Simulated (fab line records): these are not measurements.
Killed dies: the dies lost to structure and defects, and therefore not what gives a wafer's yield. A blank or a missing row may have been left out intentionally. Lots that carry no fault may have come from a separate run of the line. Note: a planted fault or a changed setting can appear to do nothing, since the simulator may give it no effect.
fab line records | flow nand_harc | part 2 of 2: steps 5 to 6 of 6
record: lots: 21 wafers: 63 last_day: 25
route steps=1159 shown A_STAIRCASE@689 A_SGD_CUT@761
lots that met no fault: taken from a fault-free run of the same line
start_h: hours from the record's first day to the start of the lot's first wafer shown | wait_h: how many hours have passed since the lot's step before this one | " unchanged from the row above | L1.1+2: one row covering several wafers at once | - either no value or no given start | * or withheld: withheld | < > ~ a bound
route shown NAME@n: NAME is a module with steps in the file, n the number in the route of the first one | usual: mean/standard deviation taken from wafers without a fault | same: alike in all rows | chamber/n: place in a boat | sites: per-site readings | _std_site: standard deviation across them | _edge_site: outer sites' mean less inner sites' | radius_mm: how far each site lies from the wafer's centre | mask NAME#n: copy n | behind: tool/chamber where the wafer was last shaped | hold: what put the lot on hold/how long, in hours/how the hold closed | device: the n, p or np transistor that did not switch | end of line: tests run on the same wafers once the route is complete | a step with no rows: only its recipe | killed: dies lost to structure and defects at the first sort, not the wafer's yield | map: dies across one wafer; x = killed, . = not, _ = none there
set.NAME: the setting as run; set.NAME@STEP: as run at that earlier step | model.NAME: the simulator's own value behind a step, which no gauge read
a sample of lots followed through the steps of the route, with each step as a table and each wafer as a row
services: when a tool's chamber went out of use (start_h, in hours from the record's first day, below 0 if earlier), for how many hours, and the reason
== steps ==
step: NHARC_A_SGD_CUT_DESCUM_14
recipe: time_s: 3 o2_flow_sccm: 200 ar_flow_sccm: 0 bias_power_w: 0 chemistry: O2
usual: drypump_motor_current_A: 5.8/0.48 oes_product_au: 1.005/0.011 rf_vpp_V: 57.6/0.96 showerhead_plenum_p_Torr: 1.89/0.097 throttle_valve_pct: 11.312/0.0094
columns lot.wafer tool chamber start_h wait_h drypump_motor_current_A oes_product_au rf_hours_counter_h rf_vpp_V showerhead_plenum_p_Torr throttle_valve_pct
L074.3 rie_diel-09 2 298.44 0.1 5.1 0.999 2 57.6 1.82 11.304
L074.2 " 3 " " 6.5 0.991 4 58.4 1.81 11.308
L074.4 " 0 " " 5.6 1.002 4 57.9 1.85 11.318
L077.1 rie_diel-09 2 323.50 0.1 5.0 1.020 5 54.8 1.82 11.308
L077.3 " 3 " " 6.5 1.002 7 57.0 1.81 11.313
L077.5 " 3 " " 6.5 1.002 - 56.2 1.81 11.318
L075.3 rie_diel-03 3 323.68 0.1 6.0 1.008 12 57.2 1.79 11.322
L075.4 " 0 " " 6.0 1.035 11 58.3 1.93 11.312
L075.1 " 1 " " 5.7 1.025 12 55.9 1.78 11.323
L076.1 rie_diel-09 3 325.85 0.1 6.5 0.990 7 57.2 1.81 11.320
L076.3 " 2 " " 5.1 1.001 5 58.1 1.82 11.320
L076.6 " 0 " " 5.7 1.010 - 59.3 1.85 11.309
L080.2 rie_diel-06 0 328.98 0.1 5.3 1.012 5 57.5 1.99 11.308
L080.6 " 2 " " 5.9 0.991 - 58.2 2.05 11.301
L080.5 " 3 " " 6.5 1.015 - 57.6 2.05 11.317
L082.2 rie_diel-03 2 356.77 0.1 5.7 1.009 14 55.9 1.92 11.317
L082.1 " 3 " " 6.0 1.006 15 56.8 1.79 11.317
L082.6 " 1 " " 5.7 1.028 - 56.5 1.78 11.288
L081.2 rie_diel-09 1 357.07 0.1 5.0 1.008 9 58.0 1.87 11.322
L081.6 " 2 " " 5.1 1.006 - 58.3 1.81 11.308
L081.5 " 3 " " 6.5 0.988 - 56.2 1.80 11.299
L083.4 rie_diel-09 0 368.74 0.1 5.7 1.007 11 57.4 1.84 11.309
L083.3 " 3 " " 6.5 0.996 10 57.9 1.80 11.305
L083.5 " 1 " " 5.1 0.998 - 58.6 1.86 11.321
L084.1 rie_diel-03 1 368.94 0.1 5.7 1.011 15 57.3 1.78 11.309
L084.5 " 1 " " 5.7 1.033 - 57.1 1.78 11.300
L084.6 " 2 " " 5.7 0.993 - 58.4 1.92 11.322
L085.2 rie_diel-06 0 374.68 0.1 5.3 1.003 8 59.4 1.99 11.327
L085.3 " 2 " " 6.0 0.991 8 58.4 2.05 11.312
L085.4 " 2 " " 5.9 1.007 - 59.0 2.05 11.320
L086.3 rie_diel-06 0 395.53 0.1 5.3 1.007 - 58.3 1.99 11.327
L086.4 " 2 " " 6.0 0.997 - 57.8 2.05 11.311
L086.6 " 2 " " 5.9 0.997 - 58.1 2.05 11.308
L087.4 rie_diel-09 3 397.35 0.1 6.5 0.998 13 57.4 1.80 11.332
L087.3 " 0 " " 5.7 1.003 13 57.9 1.84 11.320
L087.2 " 1 " " 5.1 1.007 13 58.6 1.86 11.306
L088.2 rie_diel-09 0 399.65 0.1 5.7 0.998 14 57.6 1.84 11.318
L088.6 " 3 " " 6.5 0.983 - 56.5 1.80 11.319
L088.5 " 0 " " 5.7 1.004 - 58.7 1.84 11.303
L089.3 rie_diel-06 0 399.97 0.1 5.3 1.009 10 60.0 1.99 11.329
L089.5 " 3 " " 6.5 1.001 - 58.0 2.04 11.317
L089.4 " 0 " " 5.3 1.007 - 58.9 1.99 11.313
L091.3 rie_diel-03 1 420.55 0.1 5.7 1.001 3 57.7 1.78 11.305
L091.2 " 2 " " 5.6 0.997 2 57.4 1.92 11.313
L091.4 " 3 " " 6.0 1.006 3 56.7 1.78 11.314
L090.4 rie_diel-09 2 420.93 0.1 5.1 1.001 14 57.4 1.81 11.304
L090.3 " 0 " " 5.7 1.008 16 57.6 1.84 11.303
L090.1 " 1 " " 5.0 0.993 16 56.1 1.86 11.317
L093.2 rie_diel-09 0 429.84 0.1 5.7 1.011 16 56.5 1.84 11.312
L093.4 " 2 " " 5.1 1.006 15 56.7 1.81 11.321
L093.5 " 0 " " 5.7 1.007 - 57.1 1.84 11.314
L095.4 rie_diel-03 2 430.31 0.1 5.6 1.004 4 58.2 1.92 11.307
L095.2 " 3 " " 6.0 1.016 5 55.4 1.78 11.308
L095.6 " 2 " " 5.6 0.992 - 58.9 1.92 11.314
L096.1 rie_diel-06 0 430.92 0.1 5.3 0.996 1 57.3 1.99 11.299
L096.3 " 3 " " 6.5 1.003 1 58.5 2.04 11.317
L096.5 " 2 " " 5.9 1.013 - 57.5 2.05 11.314
L097.3 rie_diel-06 2 431.78 0.1 6.0 1.008 1 57.7 2.05 11.291
L097.2 " 3 " " 6.5 0.993 1 58.6 2.04 11.329
L097.4 " 2 " " 5.9 1.013 - 59.0 2.05 11.311
L094.3 rie_diel-03 2 431.93 0.1 5.7 0.999 5 58.5 1.92 11.312
L094.1 " 0 " " 6.0 1.022 5 57.5 1.93 11.318
L094.5 " 2 " " 5.7 0.985 - 57.7 1.92 11.305
step: NHARC_A_SGD_CUT_ETCH_15
recipe: target_depth_a: 750 time_s: 64.3 ch3f_flow_sccm: 50 o2_flow_sccm: 30 ar_flow_sccm: 200 rf_w: 500 bias_w: 100 chemistry: CH3F/O2
usual: drypump_motor_current_A: 5.7/0.47 oes_product_au: 0.965/0.017 rf_vpp_V: 263.5/2 showerhead_plenum_p_Torr: 2.43/0.12 throttle_valve_pct: 20.663/0.0097
columns lot.wafer tool chamber start_h wait_h drypump_motor_current_A oes_product_au rf_hours_counter_h rf_vpp_V showerhead_plenum_p_Torr throttle_valve_pct
L074.3 rie_diel-09 3 - - 6.5 0.965 4 261.0 2.33 20.664
L074.2 " 1 " " 5.1 0.962 4 263.0 2.40 20.653
L074.4 " 2 " " 5.1 0.964 3 262.2 2.34 20.647
L077.3 rie_diel-09 3 - - 6.5 0.962 7 261.4 2.33 20.665
L077.1 " 0 " " 5.7 0.994 7 263.5 2.37 20.643
L077.5 " 2 " " 5.1 0.977 - 261.0 2.34 20.657
L075.4 rie_diel-03 0 - - 6.0 0.961 12 262.8 2.48 20.676
L075.3 " 2 " " 5.7 0.936 12 265.5 2.47 20.654
L075.1 " 3 " " 6.0 0.935 12 262.3 2.30 20.647
L076.3 rie_diel-09 3 - - 6.5 0.966 7 262.1 2.32 20.677
L076.1 " 1 " " 5.0 0.982 7 263.0 2.40 20.643
L076.6 " 3 " " 6.5 0.959 - 260.7 2.32 20.657
L080.2 rie_diel-06 0 - - 5.3 0.985 6 265.1 2.55 20.673
L080.5 " 2 " " 6.0 0.951 - 266.0 2.63 20.657
L080.6 " 3 " " 6.5 0.968 - 265.8 2.62 20.664
L082.1 rie_diel-03 3 - - 6.0 0.986 15 262.8 2.30 20.666
L082.2 " 0 " " 6.0 0.979 15 264.4 2.48 20.674
L082.6 " 0 " " 6.0 0.979 - 264.4 2.48 20.666
L081.2 rie_diel-09 0 - - 5.7 0.994 10 261.2 2.37 20.652
L081.5 " 3 " " 6.5 0.942 - 262.2 2.32 20.648
L081.6 " 0 " " 5.7 0.983 - 261.8 2.37 20.657
L083.3 rie_diel-09 1 - - 5.1 0.961 10 262.9 2.40 20.663
L083.4 " 3 " " 6.5 0.965 10 261.8 2.32 20.652
L083.5 " 1 " " 5.0 0.955 - 262.6 2.40 20.672
L084.1 rie_diel-03 1 - - 5.7 0.978 15 259.7 2.29 20.665
L084.5 " 2 " " 5.6 0.964 - 264.4 2.47 20.667
L084.6 " 3 " " 6.0 0.986 - 260.8 2.30 20.660
L085.3 rie_diel-06 3 - - 6.5 0.951 7 267.2 2.62 20.667
L085.2 " 0 " " 5.3 0.941 8 265.1 2.55 20.657
L085.4 " 3 " " 6.5 0.950 - 265.3 2.62 20.670
L086.4 rie_diel-06 2 396.27 0.3 6.0 0.955 - 266.9 2.63 20.660
L086.3 " 0 " " 5.3 0.961 - 265.5 2.55 20.660
L086.6 " 2 " " 5.9 0.941 - 267.8 2.63 20.653
L087.3 rie_diel-09 1 - - 5.1 0.983 13 262.0 2.40 20.653
L087.4 " 2 " " 5.1 0.958 11 262.4 2.33 20.661
L087.2 " 0 " " 5.7 0.983 13 262.0 2.37 20.671
L088.2 rie_diel-09 3 - - 6.5 0.941 14 262.0 2.32 20.659
L088.5 " 0 " " 5.7 0.967 - 263.2 2.37 20.664
L088.6 " 1 " " 5.0 0.982 - 263.7 2.40 20.653
L089.3 rie_diel-06 2 - - 6.0 0.948 10 267.4 2.62 20.646
L089.4 " 3 " " 6.5 0.955 - 266.9 2.62 20.662
L089.5 " 0 " " 5.3 0.957 - 263.9 2.55 20.672
L091.3 rie_diel-03 2 - - 5.6 0.945 2 264.7 2.47 20.659
L091.2 " 3 " " 6.0 0.980 3 261.3 2.30 20.664
L091.4 " 0 " " 6.0 0.999 3 266.2 2.47 20.674
L090.1 rie_diel-09 1 - - 5.0 0.976 16 263.1 2.40 20.655
L090.4 " 3 " " 6.5 0.957 16 262.8 2.32 20.663
L090.3 " 0 " " 5.7 0.981 16 262.2 2.37 20.677
L093.4 rie_diel-09 2 - - 5.1 0.972 15 261.1 2.33 20.664
L093.2 " 0 " " 5.7 0.945 17 261.4 2.37 20.662
L093.5 " 1 " " 5.0 0.948 - 262.5 2.40 20.654
L095.4 rie_diel-03 0 - - 6.0 1.003 5 263.8 2.47 20.682
L095.2 " 3 " " 6.0 0.983 5 260.3 2.30 20.661
L095.6 " 1 " " 5.7 0.967 - 262.3 2.29 20.678
L096.1 rie_diel-06 0 - - 5.3 0.952 1 266.1 2.55 20.667
L096.3 " 3 " " 6.5 0.961 1 266.2 2.62 20.658
L096.5 " 2 " " 5.9 0.962 - 266.1 2.62 20.661
L097.3 rie_diel-06 0 - - 5.3 0.940 1 264.5 2.55 20.672
L097.2 " 2 " " 5.9 0.951 1 265.7 2.62 20.675
L097.4 " 2 " " 6.0 0.952 - 263.5 2.62 20.675
L094.3 rie_diel-03 1 - - 5.7 0.956 5 262.8 2.29 20.658
L094.1 " 2 " " 5.6 0.944 5 263.4 2.47 20.671
L094.5 " 2 " " 5.6 0.942 - 262.9 2.47 20.675
== services ==
columns tool chamber start_h hours kind
rie_diel-06 - 241.20 9.0 pm
rie_diel-09 - 254.10 9.0 pm
rie_diel-06 0 256.50 3.1 repair
rie_diel-06 3 258.95 12.6 repair
rie_diel-01 1 261.53 5.9 repair
rie_diel-07 2 267.40 10.3 repair
rie_diel-09 2 280.98 13.6 repair
rie_diel-03 0 284.98 3.8 repair
rie_diel-09 3 285.82 5.2 repair
rie_diel-01 - 314.91 9.0 pm
rie_diel-03 2 325.88 2.7 repair
rie_diel-01 2 331.12 8.1 repair
rie_diel-07 - 335.76 2.1 repair
rie_diel-06 1 354.61 79.9 repair
rie_diel-06 - 356.93 1.1 repair
rie_diel-11 - 369.76 9.0 pm
rie_diel-06 3 382.19 3.6 repair
rie_diel-06 3 388.27 8.5 repair
rie_diel-03 - 392.30 9.0 pm
rie_diel-07 - 405.52 9.0 pm
rie_diel-03 2 410.34 6.7 repair
rie_diel-06 - 418.27 9.0 pm
rie_diel-01 2 423.23 3.9 repair
rie_diel-09 - 431.10 9.0 pm
